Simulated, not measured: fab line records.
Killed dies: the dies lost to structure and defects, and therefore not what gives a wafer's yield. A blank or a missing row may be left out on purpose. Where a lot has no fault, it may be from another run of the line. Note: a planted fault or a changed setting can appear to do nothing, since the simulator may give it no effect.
Which of the tools did it? | flow n5Finfet | 13 lots with 38 wafers sampled at 3 steps, on a route of 1938 steps

== WHAT THE GAUGES SHOWED, per wafer ==
N5_PASSIVATION_OVL_MEAS_60.
lot  | measured     | on         | TV_OVL (nm)
L623 | day 12 22:40 | overlay-02 | -5 -8 5
L624 | day 13 10:27 | overlay-01 | 8 7 1
L625 | day 13 03:30 | overlay-01 | -10 -2 -6
L629 | day 14 03:59 | overlay-02 | -3 -4 -6
L630 | day 14 07:19 | overlay-02 | 5 13 18
L631 | day 14 19:59 | overlay-01 | 2 -7 4
L635 | day 16 05:17 | overlay-02 | 4 15 -2
L637 | day 16 02:37 | overlay-01 | 0 -8 -8
L639 | day 16 18:25 | overlay-02 | -7 1 -3
L641 | day 16 23:21 | overlay-01 | -3 -4
L642 | day 17 16:26 | overlay-01 | -5 -7 -2
L644 | day 18 05:10 | overlay-01 | 3 9 7
L645 | day 17 16:17 | overlay-01 | -6 1 4

== EACH LOT AND THE TOOL THAT RAN IT (in order: tool; ch and the chambers of the sampled wafers; start) ==
lot  | N5_ILD0_CMP_07               | N5_PASSIVATION_PECVD_01
L623 | cmp-03 ch 1,2, day 3 22:32   | pecvd-03 ch 1,2, day 12 20:25
L624 | cmp-04 ch 1,2,3, day 4 07:53 | pecvd-02 ch 0,1,2, day 13 07:57
L625 | cmp-03 ch 0,1,2, day 4 08:15 | pecvd-03 ch 0,1,2, day 13 02:53
L629 | cmp-03 ch 0,2,3, day 5 09:28 | pecvd-04 ch 0,1, day 14 02:05
L630 | cmp-03 ch 0,2,3, day 5 13:24 | pecvd-04 ch 0,1,2, day 14 04:44
L631 | cmp-03 ch 1,2,3, day 5 19:42 | pecvd-02 ch 0,1,2, day 14 16:55
L635 | cmp-04 ch 1,3, day 6 20:17   | pecvd-04 ch 0,1,2, day 16 04:47
L637 | cmp-02 ch 0,1, day 7 07:41   | pecvd-04 ch 0,2, day 16 01:05
L639 | cmp-04 ch 1,3, day 7 20:17   | pecvd-03 ch 1,2, day 16 17:46
L641 | cmp-04 ch 0,1, day 8 08:34   | pecvd-03 ch 0,2, day 16 22:43
L642 | cmp-03 ch 0,1,2, day 8 12:04 | pecvd-03 ch 0,2, day 17 12:12
L644 | cmp-03 ch 1,2,3, day 9 03:16 | pecvd-03 ch 0,2, day 18 02:10
L645 | cmp-04 ch 2,3, day 9 12:31   | pecvd-03 ch 0,2, day 17 14:58
- N5_ILD0_CMP_07: polishes SiO2 flowable, stops on poly-Si, t overpolish 1.18 s, target thk 138.88 nm.
- N5_PASSIVATION_PECVD_01: deposits SiNx from SiH4/NH3/N2, target thk 200 nm, time 43.2 s.

== WHAT THE TOOLS THEMSELVES READ (means of the sampled wafers that have a number; where no wafer has one, the mark that the record gives instead) ==
N5_ILD0_CMP_07.
lot  | tool   | motorCurrentA (A) | slurryFilterDpKPa (kPa)
L623 | cmp-03 | 14.3              | 13.39
L624 | cmp-04 | 13.2              | 13.57
L625 | cmp-03 | 14.0              | 13.57
L629 | cmp-03 | 13.1              | 13.52
L630 | cmp-03 | 12.4              | 13.50
L631 | cmp-03 | 13.4              | 13.53
L635 | cmp-04 | 13.9              | 13.46
L637 | cmp-02 | 13.7              | 13.56
L639 | cmp-04 | 13.9              | 13.52
L641 | cmp-04 | 12.9              | 13.57
L642 | cmp-03 | 13.9              | 13.56
L644 | cmp-03 | 13.1              | 13.43
L645 | cmp-04 | 13.1              | 13.69

N5_PASSIVATION_PECVD_01.
lot  | tool     | heaterPowerW (W) | showerheadPlenumPTorr (Torr) | throttleValvePct (%)
L623 | pecvd-03 | 552              | 8.683                        | 28.1
L624 | pecvd-02 | 293              | 8.666                        | 28.8
L625 | pecvd-03 | 493              | 8.655                        | 28.6
L629 | pecvd-04 | 313              | 8.649                        | 29.1
L630 | pecvd-04 | 278              | 8.642                        | 28.5
L631 | pecvd-02 | 316              | 8.666                        | 28.8
L635 | pecvd-04 | 338              | 8.653                        | 28.7
L637 | pecvd-04 | 384              | 8.646                        | 28.1
L639 | pecvd-03 | 507              | 8.679                        | 27.9
L641 | pecvd-03 | 489              | 8.633                        | 29.0
L642 | pecvd-03 | 433              | 8.652                        | 28.5
L644 | pecvd-03 | 440              | 8.654                        | 28.6
L645 | pecvd-03 | 470              | 8.652                        | 28.6

== THE ANSWER, worked out from the rows above alone ==
Rule: usual is defined by the lots themselves. The widest of any qualifying gaps counts: lots, ordered by their means at a reading, are off when they make up no more than a third of the lots, leave a main group of 4 or more, and stand apart from it by 3 or more times the standard deviation of that group's means. If all means in a main group match to the digits the tables above print for the reading, that group is not used. A lot without any number at a reading at which 4 lots or more have one is off too. Where the step has rows for the other lots, those lots are counted as sound. The gauges are gone through in route order, then the tools' own readings, and for those a lot's mean is taken as printed above. The first step at which some lot is off is used, and at that step the reading that is off furthest; a lot without a number counts as furthest.
None of the lots is off at any reading shown; this tells nothing.

== WHAT THE SIMULATOR PUT IN ==
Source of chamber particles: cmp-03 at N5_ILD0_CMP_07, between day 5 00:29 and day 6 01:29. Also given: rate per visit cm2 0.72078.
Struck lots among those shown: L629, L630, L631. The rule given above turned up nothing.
